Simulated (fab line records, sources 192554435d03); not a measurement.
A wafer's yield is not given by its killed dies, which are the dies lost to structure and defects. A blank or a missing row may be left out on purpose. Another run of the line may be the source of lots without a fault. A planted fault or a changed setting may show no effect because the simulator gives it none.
Lot-split experiment	flow n5Finfet	21 wafers read across 7 lots, on a route 1938 steps long

## ON THE SPLIT
At N5_BEOL_M3_EXPOSE_08 (exposes mask M3), the setting doseMj was moved away from the recipe's 33 on 9 of the 21 wafers read, by -6.4% to +6.5%. This setting was run at the recipe's value on the other wafers.

## FROM THE SPLIT TO THE READING: what the file shows between them, 14 steps
- N5_BEOL_M3_PEB_09: peb time 60 s
- N5_BEOL_M3_DEVELOP_10: develop time 30 s
- N5_BEOL_M3_CD_MEAS_11: target cd 17.05 nm
- N5_BEOL_M3_DESCUM_16: chemistry O2, time 7 s
- N5_BEOL_M3_ETCH_74: etches underlayer in N2/H2, target depth 6.5 nm, time 5.2 s
- N5_BEOL_M3_ETCH_63: etches SiARC in CF4, target depth 15.6 nm, time 26 s
- N5_BEOL_M3_ETCH_64: etches SOC in N2/H2, target depth 75 nm, overetch 15 nm, time 112.5 s
- N5_BEOL_M3_STRIP_65: strips in N2/H2
- N5_BEOL_M3_STRIP_75: strips in N2/H2
- N5_BEOL_M3_STRIP_66: strips in CF4
- N5_BEOL_M3_HM_OPEN_17: chemistry Cl2/BCl3, target TiN, target depth 20 nm, overetch 6 nm
- N5_BEOL_M3_STRIP_19: strips in O2
- N5_BEOL_M3_PRECLEAN_42: cleans in residue remover, time 60 s
- N5_BEOL_M3_SRD_43: time 30 s

## THE READING
cdNm, in nm, at N5_BEOL_M3_CD_MEAS_35 (target cd 18 nm, target cd y 21 nm). A value of 18.0 nm with a standard deviation of 0.39 nm is what fault-free wafers of this fab line usually give.

wafer	tool, chamber at the split	doseMj as run	against the recipe	cdNm, nm	against lot-mates on the recipe
L082.4	euvScanner-01, 0	31.99	-3.1%	17.1	-0.7
L082.5	euvScanner-01, 0	31.99	-3.1%	17.0	-0.8
L082.6	euvScanner-01, 0	33	recipe	17.8	-
L088.2	euvScanner-01, 0	33	recipe	17.8	-
L088.3	euvScanner-01, 0	33	recipe	18.0	-
L088.5	euvScanner-01, 0	33	recipe	18.6	-
L092.3	euvScanner-01, 0	35.16	+6.5%	19.1	no lot-mate on the recipe
L092.4	euvScanner-01, 0	35.16	+6.5%	18.9	no lot-mate on the recipe
L092.6	euvScanner-01, 0	35.16	+6.5%	19.6	no lot-mate on the recipe
L090.2	euvScanner-02, 0	33	recipe	18.9	-
L090.4	euvScanner-02, 0	33	recipe	18.1	-
L090.6	euvScanner-02, 0	33	recipe	18.0	-
L091.1	euvScanner-02, 0	33	recipe	18.3	-
L091.4	euvScanner-02, 0	33	recipe	18.1	-
L091.6	euvScanner-02, 0	30.9	-6.4%	16.4	-1.8
L096.1	euvScanner-02, 0	31.7	-3.9%	17.3	-1.1
L096.3	euvScanner-02, 0	31.7	-3.9%	17.5	-0.9
L096.5	euvScanner-02, 0	33	recipe	18.4	-
L095.1	euvScanner-01, 0	34.13	+3.4%	19.3	+1.2
L095.2	euvScanner-01, 0	33	recipe	18.4	-
L095.5	euvScanner-01, 0	33	recipe	17.9	-

THE FIT
A straight line over all 21 wafers: cdNm changes by +0.21 nm for each +1% of doseMj; r = +0.89; the points scatter about the line by 0.37 nm.
The same after taking each lot's own level away (the mean of its wafers on the recipe; 18 wafers): +0.278 nm for each +1%; r = +0.93; scatter 0.26 nm.
That fit puts the effect of the largest move of doseMj on the reading at 1.8 nm.
Across the lots, their own levels run from 17.80 to 18.40 nm, a range of 1.5 times the standard deviation given above.
So the lot-to-lot level changes the slope: the two fits differ.
Check: for one of the wafers moved furthest among these (-6.4%), held out of the fit, the line's prediction against its lot-mates is -1.7 nm. It came out at -1.8 nm against them.

## THESE WAFERS: OTHER SPLITS
These wafers also went through other splits before the reading. Each is held against what the fit with the lots' levels taken away leaves over:
other split on the same wafers	wafers away from the commonest value	r with cdNm (lot level and that fit taken away)
N5_BEOL_M1_ILD_DEP_00 timeS	8	-0.09
N5_BEOL_M1_PECVD_72 timeS	4	+0.03
N5_BEOL_M2_DESCUM_16 timeS	7	-0.06
N5_BEOL_M2_COAT_67 spinRpm	6	-0.25
N5_BEOL_M3_COAT_05 spinRpm	9	-0.08

## THE WHOLE CHAIN: every reading that the file lists as answering this split, in the file's order
step	what it does	reading	change (the file's fit)	r (the file's)
N5_BEOL_M3_CD_MEAS_11	target cd 17.05 nm	cdNm	+0.212 nm for each +1% of the setting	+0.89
N5_BEOL_M3_ETCH_74	etches underlayer in N2/H2, target depth 6.5 nm, time 5.2 s	BEOL_M3.cdOffsetNm (the simulator's own value, which no gauge read)	+0.255 nm for each +1% of the setting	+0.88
N5_BEOL_M3_ETCH_63	etches SiARC in CF4, target depth 15.6 nm, time 26 s	BEOL_M3.cdOffsetNm (the simulator's own value, which no gauge read)	+0.243 nm for each +1% of the setting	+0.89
N5_BEOL_M3_HM_OPEN_17	chemistry Cl2/BCl3, target TiN, target depth 20 nm, overetch 6 nm	BEOL_M3.cdOffsetNm (the simulator's own value, which no gauge read)	+0.221 nm for each +1% of the setting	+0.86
N5_BEOL_M3_CD_MEAS_35	target cd 18 nm, target cd y 21 nm	cdNm	+0.278 nm for each +1% of the setting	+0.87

## FILE'S OWN FIT
cdNm changes by +0.278 nm for each +1% of doseMj, r = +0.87.
